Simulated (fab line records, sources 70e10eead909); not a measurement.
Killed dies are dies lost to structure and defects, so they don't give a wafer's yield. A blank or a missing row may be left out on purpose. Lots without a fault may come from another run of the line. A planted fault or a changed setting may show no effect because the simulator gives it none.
Which tool did it? | flow nand_harc | 24 lots, 72 wafers sampled, at 5 steps of a route of 1302

WHAT THE GAUGES READ, wafer by wafer
NHARC_P_BONDPAD_INSPECT_23.
lot  | measured     | on                | raw_defect_count
L074 | day 5 22:31  | defect_inspect-02 | 283 399 425
L075 | day 6 02:26  | defect_inspect-02 | 309 268 253
L076 | day 6 12:01  | defect_inspect-02 | 420 437 336
L078 | day 7 09:43  | defect_inspect-02 | 306 170 247
L079 | day 7 15:40  | defect_inspect-02 | 277 382 652
L077 | day 8 03:18  | defect_inspect-02 | 333 231 317
L080 | day 8 08:46  | defect_inspect-01 | 392 386 487
L081 | day 8 21:31  | defect_inspect-01 | 328 551 421
L082 | day 8 22:12  | defect_inspect-01 | 294 188 217
L083 | day 9 19:13  | defect_inspect-01 | 192 226 448
L084 | day 10 01:27 | defect_inspect-02 | 580 263 264
L085 | day 10 04:31 | defect_inspect-02 | 291 427 216
L086 | day 10 18:42 | defect_inspect-02 | 294 290 309
L087 | day 11 02:58 | defect_inspect-02 | 447 266 239
L088 | day 11 14:58 | defect_inspect-01 | 226 275 238
L089 | day 11 18:41 | defect_inspect-02 | 396 327 273
L090 | day 12 11:19 | defect_inspect-02 | 266 253 208
L091 | day 13 02:44 | defect_inspect-01 | 227 225 336
L092 | day 13 08:37 | defect_inspect-01 | 400 373 329
L094 | day 13 22:58 | defect_inspect-02 | 274 237 476
L093 | day 13 23:25 | defect_inspect-02 | 587 494 236
L095 | day 14 16:49 | defect_inspect-02 | 315 379 383
L096 | day 14 21:35 | defect_inspect-01 | 313 818 214
L097 | day 15 04:46 | defect_inspect-02 | 284 252 444

NHARC_A_CHANNEL_HOLE_D1_CD_MEAS_10: target cd 100 nm.
lot  | measured     | on        | cd_nm (nm)
L074 | day 7 15:31  | cd_sem-01 | 99.2 99.9 99.8
L075 | day 7 15:22  | cd_sem-03 | 100.3 100.3 100.6
L076 | day 8 12:39  | cd_sem-02 | 99.3 99.8 99.5
L078 | day 9 01:44  | cd_sem-01 | 99.5 99.1 99.1
L079 | day 9 09:08  | cd_sem-02 | 99.2 100.0 100.2
L077 | day 9 20:15  | cd_sem-02 | 99.4 100.5 99.0
L080 | day 10 03:18 | cd_sem-03 | 100.0 100.5 100.5
L081 | day 11 07:25 | cd_sem-02 | 99.3 99.3 99.0
L082 | day 11 05:59 | cd_sem-02 | 99.9 99.4 99.9
L083 | day 11 10:31 | cd_sem-02 | 99.6 100.0 99.6
L084 | day 11 23:32 | cd_sem-01 | 99.4 100.6 100.1
L085 | day 11 23:58 | cd_sem-01 | 99.6 99.7 100.2
L086 | day 12 20:16 | cd_sem-03 | 99.3 99.3 100.0
L087 | day 12 20:28 | cd_sem-03 | 101.0 100.0 100.8
L088 | day 13 11:41 | cd_sem-02 | 100.3 100.1 99.2
L089 | day 13 11:13 | cd_sem-02 | 99.2 100.2 99.6
L090 | day 14 02:37 | cd_sem-02 | 100.0 99.9 100.0
L091 | day 14 18:49 | cd_sem-01 | 100.9 99.9 100.6
L092 | day 14 23:20 | cd_sem-02 | 99.6 101.0 100.3
L094 | day 15 14:18 | cd_sem-02 | 100.4 99.8 100.0
L093 | day 15 14:07 | cd_sem-03 | 100.8 100.6 100.5
L095 | day 16 10:40 | cd_sem-03 | 99.6 99.8 99.3
L096 | day 16 10:49 | cd_sem-03 | 100.2 100.2 99.7
L097 | day 16 20:16 | cd_sem-03 | 99.9 100.8 100.7

WHICH TOOL RAN EACH LOT (tool, then ch and the chambers of the sampled wafers, then the start)
lot  | NHARC_P_BONDPAD_ETCH_37            | NHARC_P_BONDPAD_STRIP_15           | NHARC_P_BONDPAD_ANNEAL_28
L074 | rie_diel-11 ch 2,3, day 5 20:02    | rie_diel-06 ch 2,3, day 5 20:22    | rtp_anneal-01 ch 0, day 5 21:42
L075 | rie_diel-06 ch 0,3, day 5 23:58    | rie_diel-11 ch 0,2,3, day 6 00:18  | rtp_anneal-02 ch 0, day 6 01:40
L076 | rie_diel-06 ch 0,1, day 6 09:28    | rie_diel-11 ch 2,3, day 6 09:46    | rtp_anneal-01 ch 0, day 6 11:11
L078 | rie_diel-11 ch 0,2,3, day 7 07:09  | rie_diel-10 ch 1,2, day 7 07:28    | rtp_anneal-02 ch 0, day 7 08:51
L079 | rie_diel-10 ch 0,1,3, day 7 13:07  | rie_diel-06 ch 0,2,3, day 7 13:25  | rtp_anneal-02 ch 0, day 7 14:51
L077 | rie_diel-11 ch 0,1,2, day 8 00:44  | rie_diel-06 ch 0,1,3, day 8 01:04  | rtp_anneal-02 ch 0, day 8 02:32
L080 | rie_diel-10 ch 0,2, day 8 06:18    | rie_diel-06 ch 1,2,3, day 8 06:38  | rtp_anneal-02 ch 0, day 8 07:53
L081 | rie_diel-11 ch 0,2,3, day 8 18:50  | rie_diel-06 ch 0,1,3, day 8 19:09  | rtp_anneal-01 ch 0, day 8 20:38
L082 | rie_diel-10 ch 0,2,3, day 8 19:32  | rie_diel-11 ch 0,1,3, day 8 19:50  | rtp_anneal-01 ch 0, day 8 21:21
L083 | rie_diel-11 ch 0,2,3, day 9 16:44  | rie_diel-11 ch 1,2, day 9 17:03    | rtp_anneal-02 ch 0, day 9 18:19
L084 | rie_diel-11 ch 0,2,3, day 9 22:59  | rie_diel-10 ch 0,2,3, day 9 23:17  | rtp_anneal-02 ch 0, day 10 00:35
L085 | rie_diel-06 ch 0,2,3, day 10 02:04 | rie_diel-10 ch 0,1,3, day 10 02:23 | rtp_anneal-01 ch 0, day 10 03:39
L086 | rie_diel-10 ch 0,1,3, day 10 16:15 | rie_diel-10 ch 0,1, day 10 16:34   | rtp_anneal-02 ch 0, day 10 17:53
L087 | rie_diel-10 ch 0,2,3, day 11 00:29 | rie_diel-11 ch 1,2,3, day 11 00:47 | rtp_anneal-01 ch 0, day 11 02:05
L088 | rie_diel-11 ch 0,2, day 11 12:30   | rie_diel-06 ch 0,1, day 11 12:48   | rtp_anneal-01 ch 0, day 11 14:08
L089 | rie_diel-11 ch 1,2,3, day 11 16:08 | rie_diel-11 ch 0,1,3, day 11 16:28 | rtp_anneal-02 ch 0, day 11 17:53
L090 | rie_diel-06 ch 1,3, day 12 08:51   | rie_diel-10 ch 0,2,3, day 12 09:10 | rtp_anneal-01 ch 0, day 12 10:33
L091 | rie_diel-10 ch 1,2,3, day 13 00:09 | rie_diel-10 ch 1,2, day 13 00:31   | rtp_anneal-01 ch 0, day 13 01:49
L092 | rie_diel-06 ch 0,1, day 13 06:08   | rie_diel-11 ch 0,1, day 13 06:27   | rtp_anneal-02 ch 0, day 13 07:49
L094 | rie_diel-06 ch 2,3, day 13 20:31   | rie_diel-11 ch 1,2,3, day 13 20:51 | rtp_anneal-01 ch 0, day 13 22:16
L093 | rie_diel-10 ch 0,1,3, day 13 20:58 | rie_diel-06 ch 0,1,2, day 13 21:16 | rtp_anneal-02 ch 0, day 13 22:36
L095 | rie_diel-06 ch 1,2,3, day 14 14:21 | rie_diel-11 ch 0,1, day 14 14:38   | rtp_anneal-01 ch 0, day 14 15:59
L096 | rie_diel-10 ch 0,1,3, day 14 19:04 | rie_diel-06 ch 0,1,2, day 14 19:23 | rtp_anneal-02 ch 0, day 14 20:41
L097 | rie_diel-06 ch 0,1,2, day 15 02:17 | rie_diel-11 ch 0,1,2, day 15 02:35 | rtp_anneal-01 ch 0, day 15 03:52
- NHARC_P_BONDPAD_ETCH_37: etches the open film in N2/H2, target depth 60 nm, overetch 18 nm, time 65.91 s.
- NHARC_P_BONDPAD_STRIP_15: strips in O2.
- NHARC_P_BONDPAD_ANNEAL_28: time 90 s.

WHAT THE TOOLS THEMSELVES READ (means of the sampled wafers that have a number; where no wafer has one, the mark that the record gives instead)
NHARC_P_BONDPAD_ETCH_37.
lot  | tool        | drypump_motor_current_A (A) | oes_product_au (a.u.) | rf_vpp_V (V) | showerhead_plenum_p_Torr (Torr) | throttle_valve_pct (%)
L074 | rie_diel-11 | 4.7                         | 0.993                 | 425.6        | 1.90                            | 14.168
L075 | rie_diel-06 | 5.3                         | 1.008                 | 427.7        | 1.95                            | 14.174
L076 | rie_diel-06 | 5.7                         | 0.994                 | 429.5        | 2.03                            | 14.171
L078 | rie_diel-11 | 4.9                         | 0.990                 | 429.0        | 1.99                            | 14.168
L079 | rie_diel-10 | 6.4                         | 0.989                 | 431.7        | 2.07                            | 14.179
L077 | rie_diel-11 | 5.3                         | 0.994                 | 431.3        | 2.06                            | 14.172
L080 | rie_diel-10 | 6.2                         | 1.007                 | 428.7        | 1.99                            | 14.167
L081 | rie_diel-11 | 4.9                         | 0.987                 | 429.2        | 1.99                            | 14.175
L082 | rie_diel-10 | 6.0                         | 1.011                 | 429.6        | 2.00                            | 14.171
L083 | rie_diel-11 | 4.9                         | 0.987                 | 429.2        | 1.99                            | 14.161
L084 | rie_diel-11 | 4.9                         | 0.980                 | 428.4        | 1.99                            | 14.172
L085 | rie_diel-06 | 5.5                         | 1.001                 | 430.3        | 2.02                            | 14.169
L086 | rie_diel-10 | 6.4                         | 0.998                 | 430.9        | 2.07                            | 14.170
L087 | rie_diel-10 | 6.0                         | 0.994                 | 428.6        | 2.00                            | 14.172
L088 | rie_diel-11 | 5.2                         | 0.995                 | 432.3        | 2.08                            | 14.174
L089 | rie_diel-11 | 5.1                         | 0.989                 | 428.1        | 1.97                            | 14.171
L090 | rie_diel-06 | 5.5                         | 0.999                 | 428.4        | 1.97                            | 14.170
L091 | rie_diel-10 | 6.0                         | 1.002                 | 429.9        | 2.04                            | 14.176
L092 | rie_diel-06 | 5.7                         | 1.009                 | 430.1        | 2.02                            | 14.183
L094 | rie_diel-06 | 5.7                         | 1.007                 | 431.8        | 2.07                            | 14.165
L093 | rie_diel-10 | 6.4                         | 0.987                 | 430.6        | 2.07                            | 14.178
L095 | rie_diel-06 | 5.7                         | 1.004                 | 431.2        | 2.04                            | 14.167
L096 | rie_diel-10 | 6.4                         | 0.999                 | 431.1        | 2.06                            | 14.179
L097 | rie_diel-06 | 5.7                         | 1.001                 | 430.0        | 2.06                            | 14.172

NHARC_P_BONDPAD_STRIP_15.
lot  | tool        | drypump_motor_current_A (A) | o2_flow_sccm (sccm) | oes_product_au (a.u.) | rf_vpp_V (V) | showerhead_plenum_p_Torr (Torr) | throttle_valve_pct (%)
L074 | rie_diel-06 | 5.5                         | 500.9               | 1.004                 | 57.6         | 3.47                            | 17.041
L075 | rie_diel-11 | 4.9                         | 498.4               | 0.992                 | 57.6         | 3.45                            | 17.039
L076 | rie_diel-11 | 4.7                         | 500.6               | 0.993                 | 56.6         | 3.31                            | 17.039
L078 | rie_diel-10 | 6.1                         | 499.5               | 1.004                 | 57.5         | 3.57                            | 17.049
L079 | rie_diel-06 | 5.5                         | 499.7               | 1.002                 | 57.9         | 3.50                            | 17.050
L077 | rie_diel-06 | 5.5                         | 500.8               | 0.997                 | 58.0         | 3.44                            | 17.029
L080 | rie_diel-06 | 5.6                         | 499.5               | 1.001                 | 58.2         | 3.53                            | 17.036
L081 | rie_diel-06 | 5.5                         | 500.3               | 1.009                 | 57.8         | 3.44                            | 17.036
L082 | rie_diel-11 | 5.3                         | 500.1               | 0.987                 | 58.3         | 3.56                            | 17.034
L083 | rie_diel-11 | 5.4                         | 500.3               | 1.001                 | 58.5         | 3.52                            | 17.030
L084 | rie_diel-10 | 6.0                         | 500.4               | 1.007                 | 57.7         | 3.47                            | 17.049
L085 | rie_diel-10 | 6.4                         | 501.1               | 1.005                 | 57.7         | 3.56                            | 17.035
L086 | rie_diel-10 | 6.6                         | 499.8               | 0.999                 | 58.0         | 3.54                            | 17.031
L087 | rie_diel-11 | 5.1                         | 499.6               | 0.992                 | 57.0         | 3.42                            | 17.029
L088 | rie_diel-06 | 5.6                         | 500.1               | 1.000                 | 57.5         | 3.46                            | 17.039
L089 | rie_diel-11 | 5.3                         | 498.7               | 0.998                 | 57.9         | 3.56                            | 17.039
L090 | rie_diel-10 | 6.0                         | 500.1               | 0.992                 | 57.8         | 3.47                            | 17.038
L091 | rie_diel-10 | 5.7                         | 499.3               | 1.009                 | 57.3         | 3.47                            | 17.030
L092 | rie_diel-11 | 5.7                         | 499.8               | 0.999                 | 58.5         | 3.66                            | 17.041
L094 | rie_diel-11 | 5.1                         | 499.6               | 0.986                 | 57.3         | 3.42                            | 17.034
L093 | rie_diel-06 | 5.7                         | 499.3               | 1.002                 | 57.7         | 3.55                            | 17.037
L095 | rie_diel-11 | 5.7                         | 500.4               | 0.986                 | 59.0         | 3.66                            | 17.037
L096 | rie_diel-06 | 5.7                         | 499.3               | 1.004                 | 58.1         | 3.55                            | 17.039
L097 | rie_diel-11 | 5.3                         | 499.6               | 0.989                 | 57.0         | 3.56                            | 17.044

NHARC_P_BONDPAD_ANNEAL_28.
lot  | tool          | wafer_temp_C_max
L074 | rtp_anneal-01 | 226.4
L075 | rtp_anneal-02 | 225.9
L076 | rtp_anneal-01 | 226.3
L078 | rtp_anneal-02 | 225.7
L079 | rtp_anneal-02 | 225.9
L077 | rtp_anneal-02 | 225.8
L080 | rtp_anneal-02 | 226.0
L081 | rtp_anneal-01 | 226.6
L082 | rtp_anneal-01 | 226.3
L083 | rtp_anneal-02 | 225.8
L084 | rtp_anneal-02 | 226.2
L085 | rtp_anneal-01 | 226.3
L086 | rtp_anneal-02 | 225.8
L087 | rtp_anneal-01 | 226.2
L088 | rtp_anneal-01 | 226.3
L089 | rtp_anneal-02 | 225.9
L090 | rtp_anneal-01 | 226.5
L091 | rtp_anneal-01 | 226.9
L092 | rtp_anneal-02 | 225.9
L094 | rtp_anneal-01 | 226.6
L093 | rtp_anneal-02 | 226.2
L095 | rtp_anneal-01 | 226.4
L096 | rtp_anneal-02 | 225.9
L097 | rtp_anneal-01 | 226.1

THE ANSWER, worked out from the rows above alone
Rule: what is usual is taken from the lots themselves. Put in order of their means at a reading, lots are off if they are a third of the lots or fewer, leave a main group of 4 or more, and stand apart from it by a gap of 3 or more times the standard deviation of the main group's means; of several such gaps the widest counts. A main group whose means are all the same, to the digits that the tables above print for the reading, isn't used. A lot without any number at a reading at which 4 lots or more have one is off too. The other lots that the step has rows for count as sound. The gauges are gone through in route order, then the tools' own readings, and for those a lot's mean is taken as printed above. The first step at which some lot is off is used, and at that step the reading that is off furthest; a lot without a number counts as furthest.
No lot is off at any reading shown: from this, nothing can be told.

WHAT THE SIMULATOR HAD PUT IN
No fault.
